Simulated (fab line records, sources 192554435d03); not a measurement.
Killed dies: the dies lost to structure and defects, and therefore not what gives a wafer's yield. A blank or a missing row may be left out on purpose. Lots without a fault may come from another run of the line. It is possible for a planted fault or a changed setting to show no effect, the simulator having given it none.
Matching of chambers + flow n5_finfet + 3 sister chambers for N5_BEOL_M4_ILD_DEP_00 on pecvd-02
The step deposits SiOC from DEMS/O2, target thk 79 nm, time 15.3 s. 3 wafers are shown with their chamber, then 7 later ones without.

== EACH WAFER AND ITS CHAMBER ==
| wafer  | chamber | heater_power_w (W) |
|--------|---------|--------------------|
| L084.6 | 2       | 492                |
| L092.1 | 1       | 418                |
| L092.2 | 0       | 579                |

== WAFERS WITHOUT THEIR CHAMBER ==
| wafer  | heater_power_w (W) |
|--------|--------------------|
| L092.5 | 420                |
| L095.4 | 529                |
| L095.5 | 417                |
| L095.6 | 536                |
| L096.3 | 546                |
| L096.4 | 391                |
| L096.6 | 404                |

== WHICH CHAMBER EACH ONE RAN IN ==
| wafer  | from the rows above     | in truth |
|--------|-------------------------|----------|
| L092.5 | 1                       | 1        |
| L095.4 | can't be placed: 2 or 0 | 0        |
| L095.5 | 1                       | 1        |
| L095.6 | can't be placed: 0 or 2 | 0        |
| L096.3 | can't be placed: 0 or 2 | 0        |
| L096.4 | 1                       | 1        |
| L096.6 | 1                       | 1        |
Placed correctly: 4 of 7. Can't be placed from these rows: 3 (the true chamber is among the candidates in 3). Placed wrongly: 0.
How it was worked out, from the rows above alone: a wafer's distance from a chamber is the root of the sum, over the readings, of the square of ((its reading less the chamber's mean) divided by the reading's scatter). The wafer belongs to the nearest chamber; if the next one is less than 2 further off, it can't be placed. A chamber's mean is the mean of its shown wafers. The scatter (one wafer shown for each chamber): square how far every hidden wafer sits from the nearest shown wafer, average those squares and take the square root.
